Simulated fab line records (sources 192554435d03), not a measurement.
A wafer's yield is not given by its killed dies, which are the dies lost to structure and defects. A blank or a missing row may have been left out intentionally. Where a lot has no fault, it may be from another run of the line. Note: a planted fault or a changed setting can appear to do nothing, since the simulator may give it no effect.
fab line records	flow n5-finfet
record: lots: 7	wafers: 21
route steps=1938 shown BEOL_M10@1499 BEOL_M11@1565 BEOL_M12@1605 BEOL_M13@1694 BEOL_M14@1716
start-h: hours from the record's opening day to when the first of the lot's shown wafers began	wait-h: hours elapsed since this lot's preceding step	" unchanged from the row above	L1.1+2: a row that stands for several wafers	- no value, or no start given	* or withheld: withheld	< > ~ a bound
route shown NAME@n: names a module that has steps shown in the file, with the first one's number in the route	usual: mean and standard deviation over wafers with no fault	same: alike in all rows	chamber/n: place in a boat	sites: the reading at each site	_std_site: how widely they spread, as a standard deviation	_edge_site: the outer-site mean with the inner-site mean subtracted	radius-mm: how far each site lies from the wafer's centre	mask NAME#n: copy n	behind: the most recent tool/chamber to have shaped the wafer	hold: the reason the lot was held/the length of the hold in hours/how it ended	device: transistor that didn't switch, given as n, p or np	end of line: the same wafers' tests at the end of the route	a step without rows: its recipe alone	killed: count of dies lost to structure and defects at first sort (not the wafer's yield)	map: a wafer's dies, x killed, . not, _ none there
set.NAME: the setting that was run; set.NAME@STEP: the one run at that earlier step	model.NAME: the simulator's own value behind a step, which no gauge read
one table per step and one row per wafer, for lots whose settings were changed on purpose
== steps ==
step: N5_BEOL_M10_EXPOSE_25
recipe: mask-id: V9	na: 1.35	source-shape: annular	sigma-inner: 0.5	sigma-outer: 0.8	polarization: unpolarized	dose-mj: 85.5
lot.wafer	tool	chamber	start-h	wait-h	mask	set.dose-mj
L078.3+4	arfi-scanner-01	0	247.43	-	V9#0	80.43
L078.6	"	0	"	"	V9#0	85.5
L080.1+2+6	arfi-scanner-03	0	247.58	-	V9#0	85.5
L082.1+3+6	arfi-scanner-02	0	270.70	-	V9#0	85.5
L084.2+3+4	arfi-scanner-02	0	278.12	-	V9#0	85.5
L087.2	arfi-scanner-01	0	281.52	-	V9#0	81.36
L087.3+6	"	0	"	"	V9#0	85.5
L093.1+3	arfi-scanner-03	0	348.37	-	V9#0	85.5
L093.6	"	0	"	"	V9#0	83.02
L094.2+5	arfi-scanner-03	0	350.81	-	V9#0	85.5
L094.3	"	0	"	"	V9#0	82.71
step: N5_BEOL_M10_PEB_26
recipe: peb-temp-c: withheld	peb-time-s: 60	resist: CAR-ArF
step: N5_BEOL_M10_DEVELOP_27
recipe: develop-time-s: 30	developer: TMAH	resist: CAR-ArF	rinse-liquid: diw	dry: air-spin	dev-temp-c: 23
step: N5_BEOL_M10_CD_MEAS_28
recipe: target-cd-nm: 70	landing-energy-ev: 500	detector: se-inlens	polarity: opening
usual: cd-nm: 70.1/0.8
lot.wafer	tool	chamber	start-h	wait-h	set.dose-mj@BEOL_M10_EXPOSE_25	cd-nm
L078.3	cd-sem-01	0	247.55	-	80.43	64.4
L078.4	"	0	"	"	80.43	63.9
L078.6	"	0	"	"	85.5	68.9
L080.1	cd-sem-02	0	247.71	-	85.5	70.6
L080.2	"	0	"	"	85.5	70.3
L080.6	"	0	"	"	85.5	69.8
L082.1	cd-sem-01	0	270.83	-	85.5	70.6
L082.3	"	0	"	"	85.5	72.0
L082.6	"	0	"	"	85.5	70.4
L084.2	cd-sem-01	0	278.25	-	85.5	71.3
L084.3	"	0	"	"	85.5	71.1
L084.4	"	0	"	"	85.5	70.8
L087.2	cd-sem-02	0	281.64	-	81.36	65.7
L087.3	"	0	"	"	85.5	69.9
L087.6	"	0	"	"	85.5	69.1
L093.1	cd-sem-03	0	348.50	-	85.5	69.9
L093.3	"	0	"	"	85.5	70.0
L093.6	"	0	"	"	83.02	66.3
L094.2	cd-sem-03	0	350.93	-	85.5	71.3
L094.3	"	0	"	"	82.71	67.1
L094.5	"	0	"	"	85.5	70.3
step: N5_BEOL_M10_DESCUM_33
recipe: chemistry: O2	time-s: 7.9	source-power-w: 50	bias-power-w: 20	pressure-mtorr: 20	rf-frequency-hz: 2.712e+07	temp-c: 40	resist: CAR-ArF	o2-flow-sccm: 225
step: N5_BEOL_M10_ETCH_65
recipe: chemistry: CF4	target: SiARC	target-depth-a: 390	mask-material: CAR-ArF	time-s: 65	ion-energy-ev: 80	pressure-mtorr: 40	source-w: 545	bias-w: 36	Ar_flow_sccm: 100	cf4-flow-sccm: 100	ends: cleared
step: N5_BEOL_M10_ETCH_66
recipe: chemistry: N2/H2	target: SOC	target-depth-a: 1200	overetch-a: 240	mask-material: SiARC	temp-c: 40	time-s: 180	ion-energy-ev: 200	pressure-mtorr: 30	source-w: 840	bias-w: 150	n2-flow-sccm: 200	h2-flow-sccm: 200
lot.wafer	tool	chamber	start-h	wait-h	set.spin-rpm@BEOL_M10_COAT_63	model.etch.depth-nm
L078.3	rie-diel-05	0	248.06	0.0	1500	99.23
L078.4	"	1	"	"	1416	102.3
L078.6	"	3	"	"	1416	102.1
L080.1	rie-diel-05	3	248.66	0.0	1579	97.35
L080.2	"	1	"	"	1500	99.95
L080.6	"	2	"	"	1579	97.42
L082.1	rie-diel-05	0	271.01	0.0	1500	99.93
L082.3	"	2	"	"	1500	99.67
L082.6	"	3	"	"	1500	99.56
L084.2	rie-diel-04	2	278.47	0.0	1359	104.5
L084.3	"	0	"	"	1359	104.4
L084.4	"	1	"	"	1500	99.29
L087.2+6	rie-diel-04	3	281.81	0.0	1500	99.95
L087.3	"	1	"	"	1500	100
L093.1	rie-diel-03	0	349.11	0.0	1650	95.82
L093.3	"	3	"	"	1500	100.2
L093.6	"	3	"	"	1500	100.5
L094.2	rie-diel-03	0	351.11	0.0	1500	100.6
L094.3	"	3	"	"	1367	105.2
L094.5	"	1	"	"	1367	105.3
step: N5_BEOL_M10_STRIP_69
recipe: chemistry: N2/H2	temp-c: 40	n2-flow-sccm: 200	h2-flow-sccm: 200	rf-frequency-hz: 6e+07
step: N5_BEOL_M10_VIA_ETCH_34
recipe: chemistry: C4F6/O2	target: SiCOH_lowk	target-depth-a: 1845	mask-material: SOC	taper-deg: 4	time-s: 69.2	ion-energy-ev: 250	pressure-mtorr: 30	source-w: 345	bias-w: 185	Ar_flow_sccm: 300	C4F6_flow_sccm: 10	O2_flow_sccm: 10
lot.wafer	tool	chamber	start-h	wait-h	set.spin-rpm@BEOL_M10_COAT_63	model.SOC_of_BEOL_M10_COAT_63.thk-nm
L078.3	rie-diel-05	0	248.18	0.0	1500	91.2
L078.4	"	1	"	"	1416	94.6
L078.6	"	3	"	"	1416	94
L080.1	rie-diel-05	3	248.79	0.0	1579	89.2
L080.2	"	1	"	"	1500	92.2
L080.6	"	2	"	"	1579	89.4
L082.1	rie-diel-05	0	271.13	0.0	1500	91.8
L082.3	"	2	"	"	1500	91.6
L082.6	"	3	"	"	1500	91.4
L084.2	rie-diel-04	2	278.59	0.0	1359	96.6
L084.3	"	0	"	"	1359	96.2
L084.4	"	1	"	"	1500	91
L087.2+6	rie-diel-04	3	281.94	0.0	1500	92
L087.3	"	1	"	"	1500	91.8
L093.1	rie-diel-03	0	349.23	0.0	1650	87.6
L093.3	"	3	"	"	1500	92.2
L093.6	"	3	"	"	1500	92.6
L094.2	rie-diel-03	0	351.23	0.0	1500	92.2
L094.3+5	"	3,1	"	"	1367	97.2
step: N5_BEOL_M11_EXPOSE_25
recipe: mask-id: V10	na: 1.35	source-shape: annular	sigma-inner: 0.5	sigma-outer: 0.8	polarization: unpolarized	dose-mj: 85.5
lot.wafer	tool	chamber	start-h	wait-h	mask	set.dose-mj
L078.3+6	arfi-scanner-02	0	255.90	-	V10#0	88.49
L078.4	"	0	"	"	V10#0	85.5
L080.1+2	arfi-scanner-02	0	255.97	-	V10#0	82.19
L080.6	"	0	"	"	V10#0	85.5
L082.1+3+6	arfi-scanner-03	0	278.12	-	V10#0	85.5
L084.2+3+4	arfi-scanner-02	0	287.08	-	V10#0	88.45
L087.2+6	arfi-scanner-01	0	292.25	-	V10#0	80.83
L087.3	"	0	"	"	V10#0	85.5
L094.2	arfi-scanner-02	0	359.52	-	V10#0	89.46
L094.3+5	"	0	"	"	V10#0	85.5
L093.1+6	arfi-scanner-01	0	359.68	-	V10#0	88.02
L093.3	"	0	"	"	V10#0	85.5
step: N5_BEOL_M11_PEB_26
recipe: peb-temp-c: withheld	peb-time-s: 60	resist: CAR-ArF
step: N5_BEOL_M11_DEVELOP_27
recipe: develop-time-s: 30	developer: TMAH	resist: CAR-ArF	rinse-liquid: diw	dry: air-spin	dev-temp-c: 23
step: N5_BEOL_M11_CD_MEAS_28
recipe: target-cd-nm: 70	landing-energy-ev: 500	detector: se-inlens	polarity: opening
usual: cd-nm: 70.0/0.96
lot.wafer	tool	chamber	start-h	wait-h	set.dose-mj@BEOL_M11_EXPOSE_25	cd-nm
L078.3	cd-sem-03	0	256.02	-	88.49	74.3
L078.4	"	0	"	"	85.5	70.8
L078.6	"	0	"	"	88.49	73.7
L080.1	cd-sem-01	0	256.10	-	82.19	67.9
L080.2	"	0	"	"	82.19	67.4
L080.6	"	0	"	"	85.5	70.6
L082.1	cd-sem-02	0	278.25	-	85.5	68.1
L082.3	"	0	"	"	85.5	68.9
L082.6	"	0	"	"	85.5	68.4
L084.2	cd-sem-01	0	287.20	-	88.45	72.0
L084.3	"	0	"	"	88.45	73.1
L084.4	"	0	"	"	88.45	72.6
L087.2	cd-sem-02	0	292.38	-	80.83	65.4
L087.3	"	0	"	"	85.5	70.7
L087.6	"	0	"	"	80.83	66.3
L094.2	cd-sem-02	0	359.65	-	89.46	74.9
L094.3	"	0	"	"	85.5	71.5
L094.5	"	0	"	"	85.5	71.4
L093.1	cd-sem-03	0	359.81	-	88.02	72.9
L093.3	"	0	"	"	85.5	70.2
L093.6	"	0	"	"	88.02	73.6
step: N5_BEOL_M11_ETCH_66
recipe: chemistry: N2/H2	target: SOC	target-depth-a: 1200	overetch-a: 240	mask-material: SiARC	temp-c: 40	time-s: 180	ion-energy-ev: 200	pressure-mtorr: 30	source-w: 840	bias-w: 150	n2-flow-sccm: 200	h2-flow-sccm: 200
lot.wafer	tool	chamber	start-h	wait-h	set.time-s	model.SiARC_of_BEOL_M11_COAT_64.thk-nm
L078.3	rie-diel-06	0	256.19	0.0	180	22.6
L078.4	"	2	"	"	180	23
L078.6	"	1	"	"	215.8	21.4
L080.1	rie-diel-01	0	256.28	0.0	180	23
L080.2	"	3	"	"	180	22.8
L080.6	"	3	"	"	149.9	24
L082.1	rie-diel-02	2	278.42	0.0	180	22.8
L082.3+6	"	3,0	"	"	180	23
L084.2+4	rie-diel-02	1	287.55	0.0	180	22.8
L084.3	"	3	"	"	180	23
L087.2	rie-diel-01	2	292.69	0.0	180	22.8
L087.3+6	"	3,0	"	"	195.5	22.2
L094.2+3	rie-diel-01	1,0	359.82	0.0	180	23
L094.5	"	1	"	"	180	23.2
L093.1	rie-diel-02	1	359.99	0.0	193.6	22
L093.3	"	3	"	"	180	22.6
L093.6	"	2	"	"	180	22.8
step: N5_BEOL_M12_COAT_04
recipe: spin-rpm: 1625	resist-thk-nm: 400
lot.wafer	tool	chamber	start-h	wait-h	set.spin-rpm	model.coat_of_BEOL_M12_COAT_04.thk-nm
L078.3	litho-track-04	0	-	-	1625	399.2
L078.4	"	0	"	"	1625	398
L078.6	"	0	"	"	1625	398.6
L080.1	litho-track-05	0	-	-	1479	420.6
L080.2	"	0	"	"	1625	400.6
L080.6	"	0	"	"	1625	402.2
L082.1+3+6	litho-track-05	0	-	-	1625	401.6
L084.2	litho-track-04	0	-	-	1558	407.2
L084.3	"	0	"	"	1625	398.2
L084.4	"	0	"	"	1625	398.6
L087.2	litho-track-05	0	-	-	1625	401
L087.3	"	0	"	"	1625	402.4
L087.6	"	0	"	"	1625	402.2
L094.2	litho-track-05	0	-	-	1625	398.2
L094.3	"	0	"	"	1693	391
L094.5	"	0	"	"	1625	398.6
L093.1+6	litho-track-01	0	-	-	1625	400.2
L093.3	"	0	"	"	1625	401.4
step: N5_BEOL_M12_DESCUM_15
recipe: chemistry: O2	time-s: 7.9	source-power-w: 50	bias-power-w: 20	pressure-mtorr: 20	rf-frequency-hz: 2.712e+07	temp-c: 40	o2-flow-sccm: 225
lot.wafer	tool	chamber	start-h	wait-h	set.time-s
L078.3+6	rie-diel-05	2,3	259.95	0.1	6.248
L078.4	"	2	"	"	7.9
L080.1	rie-diel-05	1	260.22	0.2	6.662
L080.2+6	"	3,1	"	"	7.9
L082.1+3+6	rie-diel-03	0,1,1	283.47	0.0	7.9
L084.2+3+4	rie-diel-05	2,1,3	291.66	0.0	7.9
L087.2+6	rie-diel-04	2	300.20	0.0	9.53
L087.3	"	3	"	"	7.9
L094.2+3	rie-diel-05	3,2	363.91	0.1	7.253
L094.5	"	3	"	"	7.9
L093.1	rie-diel-05	3	364.60	0.0	7.9
L093.3+6	"	0	"	"	6.693
step: N5_BEOL_M12_ETCH_59
recipe: chemistry: N2/H2	target: BARC	target-depth-a: 890	overetch-a: 267	time-s: 67.9	ion-energy-ev: 200	pressure-mtorr: 30	source-w: 840	bias-w: 150	n2-flow-sccm: 200	h2-flow-sccm: 200
lot.wafer	tool	chamber	start-h	wait-h	set.spin-rpm@BEOL_M12_COAT_04	model.coat_of_BEOL_M12_COAT_04.thk-nm
L078.3	rie-diel-05	2	259.99	0.0	1625	317.2
L078.4	"	2	"	"	1625	315
L078.6	"	3	"	"	1625	314.8
L080.1	rie-diel-05	1	260.25	0.0	1479	340.8
L080.2	"	3	"	"	1625	317.2
L080.6	"	1	"	"	1625	320.8
L082.1	rie-diel-03	0	283.51	0.0	1625	317.6
L082.3	"	1	"	"	1625	317.8
L082.6	"	1	"	"	1625	318.4
L084.2	rie-diel-05	2	291.70	0.0	1558	324.4
L084.3	"	1	"	"	1625	317.4
L084.4	"	3	"	"	1625	314.4
L087.2	rie-diel-04	2	300.24	0.0	1625	319.4
L087.3	"	3	"	"	1625	319.8
L087.6	"	2	"	"	1625	321.2
L094.2+5	rie-diel-05	3	363.94	0.0	1625	314.6
L094.3	"	2	"	"	1693	308.2
L093.1	rie-diel-05	3	364.64	0.0	1625	316.2
L093.3	"	0	"	"	1625	317.4
L093.6	"	0	"	"	1625	316.8
step: N5_BEOL_M12_VIA_ETCH_16
recipe: chemistry: C4F8/O2/Ar	target: SiOC	pressure-mtorr: 30	source-w: 3000	bias-w: 700	Ar_flow_sccm: 400	C4F8_flow_sccm: 15	O2_flow_sccm: 8	he-inner-torr: 15	he-outer-torr: 30	target-depth-a: 7248	time-s: withheld	ion-energy-ev: 250	ends: cleared
step: N5_BEOL_M12_STRIP_63
recipe: chemistry: N2/H2	power-w: 1000	temp-c: 250	h2-frac: 0.65	overash-fraction: 0.3	pressure-mtorr: 1000	n2-flow-sccm: 1750	h2-flow-sccm: 3250
usual: strip-time-to-endpoint-s: 42.6/0.77
lot.wafer	tool	chamber	start-h	wait-h	set.spin-rpm@BEOL_M12_COAT_04	strip-time-to-endpoint-s
L078.3	plasma-asher-02	0	260.26	-	1625	42.4
L078.4	"	1	"	"	1625	41.4
L078.6	"	1	"	"	1625	40.8
L080.1	plasma-asher-01	1	260.51	-	1479	48.8
L080.2	"	0	"	"	1625	42.6
L080.6	"	1	"	"	1625	43.7
L082.1	plasma-asher-02	1	283.76	-	1625	42.7
L082.3	"	1	"	"	1625	42.2
L082.6	"	0	"	"	1625	41.8
L084.2	plasma-asher-02	0	291.95	-	1558	44.6
L084.3	"	1	"	"	1625	42.5
L084.4	"	0	"	"	1625	41.0
L087.2	plasma-asher-01	0	300.49	-	1625	43.5
L087.3	"	1	"	"	1625	43.6
L087.6	"	1	"	"	1625	43.8
L094.2	plasma-asher-02	1	364.19	-	1625	42.1
L094.3	"	0	"	"	1693	40.0
L094.5	"	1	"	"	1625	41.1
L093.1	plasma-asher-01	1	364.89	-	1625	42.3
L093.3	"	0	"	"	1625	42.9
L093.6	"	0	"	"	1625	42.2
step: N5_BEOL_M13_ETCH_68
recipe: chemistry: N2/H2	target: SOC	mask-material: SiARC	source-w: 3000	bias-w: 350	temp-c: 40	time-s: 355	ion-energy-ev: 200	pressure-mtorr: 30	n2-flow-sccm: 200	h2-flow-sccm: 200
lot.wafer	tool	chamber	start-h	wait-h	set.time-s	model.SiARC_of_BEOL_M13_COAT_66.thk-nm
L078.3	rie-diel-06	0	266.30	0.1	355	76.8
L078.4	"	1	"	"	330.7	79.6
L078.6	"	0	"	"	355	77
L080.1	rie-diel-02	3	272.33	0.1	355	77.2
L080.2	"	0	"	"	319.5	80.4
L080.6	"	2	"	"	355	76.2
L082.1	rie-diel-02	1	290.55	0.1	355	76
L082.3	"	3	"	"	355	77.2
L082.6	"	3	"	"	355	76.8
L084.2	rie-diel-02	3	297.52	0.1	355	77.2
L084.3	"	2	"	"	416.3	70.6
L084.4	"	2	"	"	416.3	70.8
L087.2	rie-diel-02	1	308.27	0.1	277.6	84.4
L087.3	"	3	"	"	277.6	85.2
L087.6	"	2	"	"	355	77.4
L094.2	rie-diel-02	1	369.72	0.1	277.8	84
L094.3+5	"	0,1	"	"	277.8	83.8
L093.1	rie-diel-01	2	371.58	0.1	355	77.8
L093.3	"	0	"	"	300.3	83.4
L093.6	"	2	"	"	355	78
step: N5_BEOL_M13_SPUTTER_43
recipe: material: TaN	target-thk-a: 150	temp-c: 50	bias-v: 168.6	power-w: 15000	chamber-pressure-pa: 0.12	time-s: 24.19
lot.wafer	tool	chamber	start-h	wait-h	set.time-s	model.TaN_of_BEOL_M13_SPUTTER_43.thk-nm
L078.3+4	pvd-sputter-01	-	268.93	0.0	24.19	15
L078.6	"	-	"	"	24.19	14.8
L080.1	pvd-sputter-01	-	273.36	0.0	24.19	14.8
L080.2+6	"	-	"	"	26.09	16
L082.1+3+6	pvd-sputter-02	-	293.35	0.0	24.19	14.8
L084.2+4	pvd-sputter-02	-	300.34	0.0	24.19	15
L084.3	"	-	"	"	24.19	15.2
L087.2	pvd-sputter-01	-	314.30	0.0	24.19	14.6
L087.3+6	"	-	"	"	21.17	12.8
L094.2+5	pvd-sputter-01	-	373.86	0.0	24.19	15
L094.3	"	-	"	"	24.19	15.2
L093.1+3	pvd-sputter-01	-	376.88	0.0	24.19	15.2
L093.6	"	-	"	"	24.19	15.4
step: N5_BEOL_M14_ILD_DEP_00
recipe: material: SiO2	target-thk-a: 11193	temp-c: 400	precursor: TEOS/O2	pressure-torr: 6.5	rf-w: 900	teos-flow-sccm: 161.4	gas: O2	flow-sccm: 2650	time-s: 237.4
lot.wafer	tool	chamber	start-h	wait-h	set.time-s	model.SiO2_of_BEOL_M14_ILD_DEP_00.thk-nm
L078.3	pecvd-02	1	270.15	0.0	237.4	1119
L078.4	"	0	"	"	237.4	1107
L078.6	"	2	"	"	237.4	1144
L080.1	pecvd-01	2	275.32	0.0	237.4	1082
L080.2	"	1	"	"	237.4	1104
L080.6	"	2	"	"	237.4	1118
L082.1	pecvd-01	0	294.66	0.0	237.4	1116
L082.3	"	1	"	"	237.4	1108
L082.6	"	1	"	"	237.4	1114
L084.2	pecvd-01	1	301.57	0.0	237.4	1112
L084.3	"	1	"	"	237.4	1121
L084.4	"	0	"	"	201.9	955.2
L087.2	pecvd-03	1	315.52	0.0	237.4	1100
L087.3	"	2	"	"	237.4	1092
L087.6	"	0	"	"	237.4	1113
L094.2	pecvd-01	0	375.08	0.0	237.4	1111
L094.3	"	1	"	"	237.4	1105
L094.5	"	0	"	"	237.4	1137
L093.1	pecvd-02	0	378.22	0.0	250.2	1156
L093.3	"	2	"	"	250.2	1170
L093.6	"	1	"	"	237.4	1114
step: N5_BEOL_M14_THK_MEAS_01
recipe: reads: SiO2_of_BEOL_M14_ILD_DEP_00
usual: M14_ILD_THK: 1118/14
lot.wafer	tool	chamber	start-h	wait-h	set.time-s@BEOL_M14_ILD_DEP_00	M14_ILD_THK[nm]
L078.3	film-metro-02	-	270.34	0.1	237.4	1120
L078.4	"	-	"	"	237.4	1108
L078.6	"	-	"	"	237.4	1143
L080.1	film-metro-02	-	275.51	0.1	237.4	1082
L080.2	"	-	"	"	237.4	1104
L080.6	"	-	"	"	237.4	1119
L082.1	film-metro-02	-	294.85	0.1	237.4	1116
L082.3	"	-	"	"	237.4	1109
L082.6	"	-	"	"	237.4	1114
L084.2	film-metro-02	-	301.83	0.2	237.4	1112
L084.3	"	-	"	"	237.4	1122
L084.4	"	-	"	"	201.9	955
L087.2	film-metro-01	-	315.73	0.1	237.4	1100
L087.3	"	-	"	"	237.4	1091
L087.6	"	-	"	"	237.4	1112
L094.2	film-metro-02	-	375.27	0.1	237.4	1110
L094.3	"	-	"	"	237.4	1105
L094.5	"	-	"	"	237.4	1135
L093.1	film-metro-02	-	378.41	0.1	250.2	1156
L093.3	"	-	"	"	250.2	1170
L093.6	"	-	"	"	237.4	1115
== key ==
split: step: N5_BEOL_M10_EXPOSE_25	setting: dose-mj	stated: 85.5	by: wafer
response: step: N5_BEOL_M10_CD_MEAS_28	reading: cd-nm	change: +0.888	per: 1%	r: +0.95
split: step: N5_BEOL_M11_EXPOSE_25	setting: dose-mj	stated: 85.5	by: wafer
response: step: N5_BEOL_M11_CD_MEAS_28	reading: cd-nm	change: +0.846	per: 1%	r: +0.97
split: step: N5_BEOL_M11_ETCH_66	setting: time-s	stated: 180	by: wafer
response: step: N5_BEOL_M11_ETCH_66	reading: model.SiARC_of_BEOL_M11_COAT_64.thk-nm	change: -0.0703	per: 1%	r: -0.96
split: step: N5_BEOL_M12_COAT_04	setting: spin-rpm	stated: 1625	by: wafer
response: step: N5_BEOL_M12_COAT_04	reading: model.coat_of_BEOL_M12_COAT_04.thk-nm	change: -2.08	per: 1%	r: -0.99
response: step: N5_BEOL_M12_ETCH_59	reading: model.coat_of_BEOL_M12_COAT_04.thk-nm	change: -2.24	per: 1%	r: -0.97
response: step: N5_BEOL_M12_STRIP_63	reading: strip-time-to-endpoint-s	change: *	per: 1%	r: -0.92
split: step: N5_BEOL_M12_DESCUM_15	setting: time-s	stated: 7.9	by: wafer
response none clear
split: step: N5_BEOL_M13_ETCH_68	setting: time-s	stated: 355	by: wafer
response: step: N5_BEOL_M13_ETCH_68	reading: model.SiARC_of_BEOL_M13_COAT_66.thk-nm	change: -0.357	per: 1%	r: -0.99
split: step: N5_BEOL_M13_SPUTTER_43	setting: time-s	stated: 24.19	by: wafer
response: step: N5_BEOL_M13_SPUTTER_43	reading: model.TaN_of_BEOL_M13_SPUTTER_43.thk-nm	change: +0.147	per: 1%	r: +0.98
split: step: N5_BEOL_M14_ILD_DEP_00	setting: time-s	stated: 237.4	by: wafer
response: step: N5_BEOL_M14_ILD_DEP_00	reading: model.SiO2_of_BEOL_M14_ILD_DEP_00.thk-nm	change: +10.6	per: 1%	r: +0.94
response: step: N5_BEOL_M14_THK_MEAS_01	reading: M14_ILD_THK	change: +10.6	per: 1%	r: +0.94
split outside-this-file step=N5_BEOL_M10_COAT_63 setting=spin-rpm
split outside-this-file: this setting was split too, and the file shows its column; the key of that split is in another file
